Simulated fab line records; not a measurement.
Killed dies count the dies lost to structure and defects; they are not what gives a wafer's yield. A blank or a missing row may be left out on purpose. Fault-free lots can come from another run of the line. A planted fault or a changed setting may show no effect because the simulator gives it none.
Which tool was responsible? :: flow n5_finfet :: 9 lots, 26 wafers sampled, at 6 steps of a route of 1938

== WHAT EACH GAUGE READ, for each wafer ==
N5_BEOL_M4_CD_MEAS_35: target cd 18 nm, target cd y 22.4 nm. Usual: 17.9 nm for cd_nm, sd 0.34.
lot: L211
measured: day 8 22:55
on: cd_sem-01
cd_nm (nm): 17.9 18.2 18.1
flag: 

lot: L215
measured: day 9 16:11
on: cd_sem-03
cd_nm (nm): 18.0 17.4
flag: 

lot: L216
measured: day 10 02:07
on: cd_sem-01
cd_nm (nm): 17.8 17.8 17.9
flag: 

lot: L221
measured: day 11 05:26
on: cd_sem-02
cd_nm (nm): 17.5 17.5 17.6
flag: 

lot: L223
measured: day 11 08:47
on: cd_sem-02
cd_nm (nm): 17.6 18.1 17.6
flag: 

lot: L222
measured: day 11 12:14
on: cd_sem-03
cd_nm (nm): 17.9 18.2 18.2
flag: 

lot: L225
measured: day 12 10:49
on: cd_sem-02
cd_nm (nm): 18.7 18.0 18.7
flag: 

lot: L227
measured: day 12 21:20
on: cd_sem-01
cd_nm (nm): 17.5 18.1 18.0
flag: 

lot: L229
measured: day 13 03:17
on: cd_sem-03
cd_nm (nm): 17.8 17.6 17.7
flag: 

N5_BEOL_M4_RC_MEAS_101. Usual: DIBL_N 36.9 mV/V, standard deviation 1.7; DIBL_P 36.7 mV/V, standard deviation 2.1; IOFF_N 0.17 nA/um, standard deviation 0.032; IOFF_P 0.22 nA/um, standard deviation 0.036; ION_N 674 uA/um, standard deviation 12; ION_P 461 uA/um, standard deviation 7; SS_N 71.7 mV/dec, standard deviation 0.6; SS_P 73.4 mV/dec, standard deviation 0.67; VT_N 249 mV, standard deviation 3.1; VT_P -250 mV, standard deviation 3.2.
lot: L211
measured: day 9 03:32
on: prober-02
DIBL_N (mV/V): 37.5 40.4 37.1
DIBL_P (mV/V): 38.3 42.5 38.5
IOFF_N (nA/um): 0.17 0.24 0.16
IOFF_P (nA/um): 0.21 0.28 0.21
ION_N (uA/um): 668 691 678
ION_P (uA/um): 460 463 461
SS_N (mV/dec): 71.6 72.7 72.3
SS_P (mV/dec): 73.6 75.5 73.6
VT_N (mV): 250 242 250
VT_P (mV): -252 -248 -251
flag: 

lot: L221
measured: day 11 09:52
on: prober-01
DIBL_N (mV/V): 38.3 38.2 35.9
DIBL_P (mV/V): 38.9 39.0 36.5
IOFF_N (nA/um): 0.21 0.21 0.16
IOFF_P (nA/um): 0.27 0.26 0.21
ION_N (uA/um): 691 691 681
ION_P (uA/um): 467 470 467
SS_N (mV/dec): 71.7 71.4 71.6
SS_P (mV/dec): 74.6 74.2 72.9
VT_N (mV): 247 246 251
VT_P (mV): -247 -248 -250
flag: 

lot: L223
measured: day 11 13:01
on: prober-01
DIBL_N (mV/V): 36.7 37.6 36.9
DIBL_P (mV/V): 36.8 36.9 36.5
IOFF_N (nA/um): 0.14 0.18 0.15
IOFF_P (nA/um): 0.19 0.19 0.18
ION_N (uA/um): 664 671 660
ION_P (uA/um): 454 455 456
SS_N (mV/dec): 71.6 72.4 71.9
SS_P (mV/dec): 73.0 72.8 72.7
VT_N (mV): 251 248 252
VT_P (mV): -253 -251 -252
flag: 

lot: L222
measured: day 11 17:23
on: prober-01
DIBL_N (mV/V): 37.3 37.9 37.8
DIBL_P (mV/V): 36.8 35.9 35.7
IOFF_N (nA/um): 0.18 0.20 0.18
IOFF_P (nA/um): 0.24 0.23 0.22
ION_N (uA/um): 676 685 681
ION_P (uA/um): 465 468 466
SS_N (mV/dec): 71.6 71.9 71.8
SS_P (mV/dec): 73.5 73.4 72.5
VT_N (mV): 246 246 247
VT_P (mV): -248 -250 -250
flag: 

lot: L225
measured: day 12 15:16
on: prober-02
DIBL_N (mV/V): 36.3 34.8 37.2
DIBL_P (mV/V): 35.0 33.8 35.8
IOFF_N (nA/um): 0.17 0.13 0.18
IOFF_P (nA/um): 0.26 0.23 0.26
ION_N (uA/um): 681 668 681
ION_P (uA/um): 470 469 471
SS_N (mV/dec): 71.5 71.8 71.3
SS_P (mV/dec): 72.7 72.6 73.8
VT_N (mV): 247 254 247
VT_P (mV): -245 -245 -245
flag: 

lot: L227
measured: day 13 01:27
on: prober-01
DIBL_N (mV/V): 35.4 37.0 35.2
DIBL_P (mV/V): 37.3 37.7 37.1
IOFF_N (nA/um): 0.16 0.17 0.15
IOFF_P (nA/um): 0.21 0.22 0.21
ION_N (uA/um): 681 682 682
ION_P (uA/um): 464 465 461
SS_N (mV/dec): 71.1 70.8 71.0
SS_P (mV/dec): 73.6 73.7 73.0
VT_N (mV): 248 248 250
VT_P (mV): -250 -249 -249
flag: 

lot: L229
measured: day 13 07:12
on: prober-02
DIBL_N (mV/V): 37.5 38.9 35.0
DIBL_P (mV/V): 38.7 40.3 35.1
IOFF_N (nA/um): 0.20 0.23 0.14
IOFF_P (nA/um): 0.28 0.30 0.22
ION_N (uA/um): 681 696 660
ION_P (uA/um): 473 471 468
SS_N (mV/dec): 72.4 72.0 71.2
SS_P (mV/dec): 74.4 74.2 73.2
VT_N (mV): 244 245 251
VT_P (mV): -247 -243 -249
flag: 

== WHICH TOOL RAN EACH LOT (tool, then ch and the chambers of the sampled wafers, then the start) ==
lot: L211
N5_BEOL_M4_ETCH_69: rie_diel-04 ch 1,3, day 8 20:22
N5_BEOL_M4_ALD_84: ald_metal-03 ch 0,1,2, day 8 23:23
N5_BEOL_M4_SPUTTER_79: pvd_sputter-02, day 9 00:45
N5_BEOL_M4_CMP_52: cmp-04 ch 0,1, day 9 02:47

lot: L215
N5_BEOL_M4_ETCH_69: rie_diel-05 ch 1,3, day 9 12:56
N5_BEOL_M4_ALD_84: ald_metal-03 ch 0,3, day 9 16:53
N5_BEOL_M4_SPUTTER_79: pvd_sputter-01, day 9 17:36
N5_BEOL_M4_CMP_52: cmp-01 ch 1,3, day 9 19:45

lot: L216
N5_BEOL_M4_ETCH_69: rie_diel-05 ch 2,3, day 10 01:17
N5_BEOL_M4_ALD_84: ald_metal-02 ch 0,2, day 10 02:35
N5_BEOL_M4_SPUTTER_79: pvd_sputter-02, day 10 03:17
N5_BEOL_M4_CMP_52: cmp-01 ch 1,2,3, day 10 05:19

lot: L221
N5_BEOL_M4_ETCH_69: rie_diel-02 ch 1,2,3, day 11 02:38
N5_BEOL_M4_ALD_84: ald_metal-03 ch 0,1, day 11 06:05
N5_BEOL_M4_SPUTTER_79: pvd_sputter-01, day 11 07:01
N5_BEOL_M4_CMP_52: cmp-03 ch 0,1,3, day 11 09:10

lot: L223
N5_BEOL_M4_ETCH_69: rie_diel-02 ch 1,2,3, day 11 04:32
N5_BEOL_M4_ALD_84: ald_metal-04 ch 0,1,2, day 11 09:06
N5_BEOL_M4_SPUTTER_79: pvd_sputter-01, day 11 10:08
N5_BEOL_M4_CMP_52: cmp-01 ch 0,1,3, day 11 12:14

lot: L222
N5_BEOL_M4_ETCH_69: rie_diel-04 ch 0,3, day 11 07:47
N5_BEOL_M4_ALD_84: ald_metal-02 ch 1,2, day 11 13:20
N5_BEOL_M4_SPUTTER_79: pvd_sputter-03, day 11 14:26
N5_BEOL_M4_CMP_52: cmp-03 ch 1,2,3, day 11 16:32

lot: L225
N5_BEOL_M4_ETCH_69: rie_diel-04 ch 2,3, day 12 04:56
N5_BEOL_M4_ALD_84: ald_metal-02 ch 1,2,3, day 12 11:20
N5_BEOL_M4_SPUTTER_79: pvd_sputter-02, day 12 12:26
N5_BEOL_M4_CMP_52: cmp-03 ch 1,2, day 12 14:29

lot: L227
N5_BEOL_M4_ETCH_69: rie_diel-04 ch 0,1,3, day 12 18:23
N5_BEOL_M4_ALD_84: ald_metal-03 ch 0,1, day 12 21:40
N5_BEOL_M4_SPUTTER_79: pvd_sputter-02, day 12 22:20
N5_BEOL_M4_CMP_52: cmp-03 ch 0,1,2, day 13 00:30

lot: L229
N5_BEOL_M4_ETCH_69: rie_diel-05 ch 0,1,2, day 13 01:59
N5_BEOL_M4_ALD_84: ald_metal-02 ch 1,2, day 13 03:53
N5_BEOL_M4_SPUTTER_79: pvd_sputter-02, day 13 04:34
N5_BEOL_M4_CMP_52: cmp-01 ch 0,2,3, day 13 06:35
- N5_BEOL_M4_ETCH_69: etches SiARC in CF4, target depth 15.6 nm, time 26 s.
- N5_BEOL_M4_ALD_84: deposits TaN, pulse time 2 s, purge time 3 s, co reactant purge time 2 s.
- N5_BEOL_M4_SPUTTER_79: material Cu, target thk 4.5 nm, time 8.29 s.
- N5_BEOL_M4_CMP_52: polishes, stops on SiOC, t overpolish 6.8 s, target thk 40 nm.

== WHAT THE TOOLS THEMSELVES READ (means of the sampled wafers that have a number; where no wafer has one, the mark that the record gives instead) ==
N5_BEOL_M4_ETCH_69. Usual: bias_w 35.99 W, standard deviation 0.1; chamber_pressure_mTorr 40.00 mTorr, standard deviation 0.037; drypump_motor_current_A 5.5 A, standard deviation 0.39; etch_rf_on_time_s 26.4 s, standard deviation 0.44; oes_product_au 0.65 a.u., standard deviation 0.065; rf_vpp_V 183.9 V, standard deviation 1.3; showerhead_plenum_p_Torr 2.14 Torr, standard deviation 0.078; throttle_valve_pct 15.63 %, standard deviation 0.19.
lot: L211
tool: rie_diel-04
bias_w (W): 36.07
chamber_pressure_mTorr (mTorr): 39.98
drypump_motor_current_A (A): 5.5
etch_rf_on_time_s (s): 26.9
oes_product_au (a.u.): 0.59
rf_vpp_V (V): 183.5
showerhead_plenum_p_Torr (Torr): 2.10
throttle_valve_pct (%): 15.74
flag: 

lot: L215
tool: rie_diel-05
bias_w (W): 35.83
chamber_pressure_mTorr (mTorr): 40.00
drypump_motor_current_A (A): 5.7
etch_rf_on_time_s (s): 26.9
oes_product_au (a.u.): 0.69
rf_vpp_V (V): 183.6
showerhead_plenum_p_Torr (Torr): 2.16
throttle_valve_pct (%): 15.60
flag: 

lot: L216
tool: rie_diel-05
bias_w (W): 36.06
chamber_pressure_mTorr (mTorr): 39.96
drypump_motor_current_A (A): 5.8
etch_rf_on_time_s (s): 26.6
oes_product_au (a.u.): 0.69
rf_vpp_V (V): 184.9
showerhead_plenum_p_Torr (Torr): 2.25
throttle_valve_pct (%): 15.49
flag: 

lot: L221
tool: rie_diel-02
bias_w (W): 36.02
chamber_pressure_mTorr (mTorr): 39.97
drypump_motor_current_A (A): 5.4
etch_rf_on_time_s (s): 26.0
oes_product_au (a.u.): 0.69
rf_vpp_V (V): 184.1
showerhead_plenum_p_Torr (Torr): 2.19
throttle_valve_pct (%): 15.62
flag: 

lot: L223
tool: rie_diel-02
bias_w (W): 35.97
chamber_pressure_mTorr (mTorr): 39.98
drypump_motor_current_A (A): 5.4
etch_rf_on_time_s (s): 26.0
oes_product_au (a.u.): 0.68
rf_vpp_V (V): 184.5
showerhead_plenum_p_Torr (Torr): 2.19
throttle_valve_pct (%): 15.61
flag: 

lot: L222
tool: rie_diel-04
bias_w (W): 35.96
chamber_pressure_mTorr (mTorr): 39.97
drypump_motor_current_A (A): 5.7
etch_rf_on_time_s (s): 26.8
oes_product_au (a.u.): 0.58
rf_vpp_V (V): 182.4
showerhead_plenum_p_Torr (Torr): 2.03
throttle_valve_pct (%): 15.76
flag: 

lot: L225
tool: rie_diel-04
bias_w (W): 36.03
chamber_pressure_mTorr (mTorr): 40.03
drypump_motor_current_A (A): 5.1
etch_rf_on_time_s (s): 26.5
oes_product_au (a.u.): 0.67
rf_vpp_V (V): 183.4
showerhead_plenum_p_Torr (Torr): 2.06
throttle_valve_pct (%): 15.59
flag: 

lot: L227
tool: rie_diel-04
bias_w (W): 36.00
chamber_pressure_mTorr (mTorr): 40.00
drypump_motor_current_A (A): 5.6
etch_rf_on_time_s (s): 26.4
oes_product_au (a.u.): 0.58
rf_vpp_V (V): 183.0
showerhead_plenum_p_Torr (Torr): 2.09
throttle_valve_pct (%): 15.86
flag: 

lot: L229
tool: rie_diel-05
bias_w (W): 36.01
chamber_pressure_mTorr (mTorr): 40.01
drypump_motor_current_A (A): 5.5
etch_rf_on_time_s (s): 26.7
oes_product_au (a.u.): 0.61
rf_vpp_V (V): 184.5
showerhead_plenum_p_Torr (Torr): 2.13
throttle_valve_pct (%): 15.63
flag: 

N5_BEOL_M4_ALD_84. Usual: chamber_pressure_Torr 3.000 Torr, standard deviation 0.0066; heater_power_w 412 W, standard deviation 32; mfc_carrier_sccm 1500 sccm, standard deviation 4.9.
lot: L211
tool: ald_metal-03
chamber_pressure_Torr (Torr): 2.998
heater_power_w (W): 423
mfc_carrier_sccm (sccm): 1501
flag: 

lot: L215
tool: ald_metal-03
chamber_pressure_Torr (Torr): -
heater_power_w (W): -
mfc_carrier_sccm (sccm): -
flag: OFF

lot: L216
tool: ald_metal-02
chamber_pressure_Torr (Torr): -
heater_power_w (W): -
mfc_carrier_sccm (sccm): -
flag: OFF

lot: L221
tool: ald_metal-03
chamber_pressure_Torr (Torr): 3.000
heater_power_w (W): 413
mfc_carrier_sccm (sccm): 1498
flag: 

lot: L223
tool: ald_metal-04
chamber_pressure_Torr (Torr): 2.999
heater_power_w (W): 451
mfc_carrier_sccm (sccm): 1500
flag: 

lot: L222
tool: ald_metal-02
chamber_pressure_Torr (Torr): 2.999
heater_power_w (W): 392
mfc_carrier_sccm (sccm): 1494
flag: 

lot: L225
tool: ald_metal-02
chamber_pressure_Torr (Torr): 3.003
heater_power_w (W): 406
mfc_carrier_sccm (sccm): 1496
flag: 

lot: L227
tool: ald_metal-03
chamber_pressure_Torr (Torr): 2.997
heater_power_w (W): 431
mfc_carrier_sccm (sccm): 1499
flag: 

lot: L229
tool: ald_metal-02
chamber_pressure_Torr (Torr): 2.998
heater_power_w (W): 403
mfc_carrier_sccm (sccm): 1504
flag: 

N5_BEOL_M4_SPUTTER_79. Usual: chamber_pressure_pa 0.07 Pa, standard deviation 0.00014; throttle_valve_pct 29.7 %, standard deviation 1.
lot: L211
tool: pvd_sputter-02
chamber_pressure_pa (Pa): 0.07
throttle_valve_pct (%): 29.8
flag: 

lot: L215
tool: pvd_sputter-01
chamber_pressure_pa (Pa): 0.07
throttle_valve_pct (%): 30.1
flag: 

lot: L216
tool: pvd_sputter-02
chamber_pressure_pa (Pa): 0.07
throttle_valve_pct (%): 30.0
flag: 

lot: L221
tool: pvd_sputter-01
chamber_pressure_pa (Pa): 0.07
throttle_valve_pct (%): 30.0
flag: 

lot: L223
tool: pvd_sputter-01
chamber_pressure_pa (Pa): 0.07
throttle_valve_pct (%): 29.5
flag: 

lot: L222
tool: pvd_sputter-03
chamber_pressure_pa (Pa): 0.07
throttle_valve_pct (%): 29.6
flag: 

lot: L225
tool: pvd_sputter-02
chamber_pressure_pa (Pa): 0.07
throttle_valve_pct (%): 30.2
flag: 

lot: L227
tool: pvd_sputter-02
chamber_pressure_pa (Pa): 0.07
throttle_valve_pct (%): 30.1
flag: 

lot: L229
tool: pvd_sputter-02
chamber_pressure_pa (Pa): 0.07
throttle_valve_pct (%): 29.5
flag: 

N5_BEOL_M4_CMP_52. Usual: barrier_field_endpoint_s 24.8 s, standard deviation 0.63; motor_current_A 6.0 A, standard deviation 0.72.
lot: L211
tool: cmp-04
barrier_field_endpoint_s (s): 25.4
motor_current_A (A): 6.2
flag: 

lot: L215
tool: cmp-01
barrier_field_endpoint_s (s): 23.7
motor_current_A (A): 5.9
flag: 

lot: L216
tool: cmp-01
barrier_field_endpoint_s (s): 22.8
motor_current_A (A): 6.1
flag: OFF

lot: L221
tool: cmp-03
barrier_field_endpoint_s (s): 24.9
motor_current_A (A): 6.4
flag: 

lot: L223
tool: cmp-01
barrier_field_endpoint_s (s): 25.3
motor_current_A (A): 5.6
flag: 

lot: L222
tool: cmp-03
barrier_field_endpoint_s (s): 24.9
motor_current_A (A): 6.8
flag: 

lot: L225
tool: cmp-03
barrier_field_endpoint_s (s): 25.4
motor_current_A (A): 7.0
flag: 

lot: L227
tool: cmp-03
barrier_field_endpoint_s (s): 24.9
motor_current_A (A): 6.3
flag: 

lot: L229
tool: cmp-01
barrier_field_endpoint_s (s): 24.6
motor_current_A (A): 5.8
flag: 

== THE ANSWER, worked out from the rows above alone ==
Rule: lot off if the mean of its wafers having a number is beyond 3 standard deviations from the usual mean. A lot without any number at a reading at which 4 lots or more have one is off too. The other lots that the step has rows for count as sound. First the gauges in route order, then the tools' own readings, where a lot's mean is used as printed above. The first step at which some lot is off is used, and at that step the reading that is off furthest; a lot without a number counts as furthest.
Off, at N5_BEOL_M4_ALD_84 on chamber_pressure_Torr: L215, L216. Without a number there: L215, L216.
A tool fits if, at that step or a process step before it, it ran every lot that is off, and no sound lot after the first of them. None of those tried fits.

== WHAT THE SIMULATOR HAD PUT IN ==
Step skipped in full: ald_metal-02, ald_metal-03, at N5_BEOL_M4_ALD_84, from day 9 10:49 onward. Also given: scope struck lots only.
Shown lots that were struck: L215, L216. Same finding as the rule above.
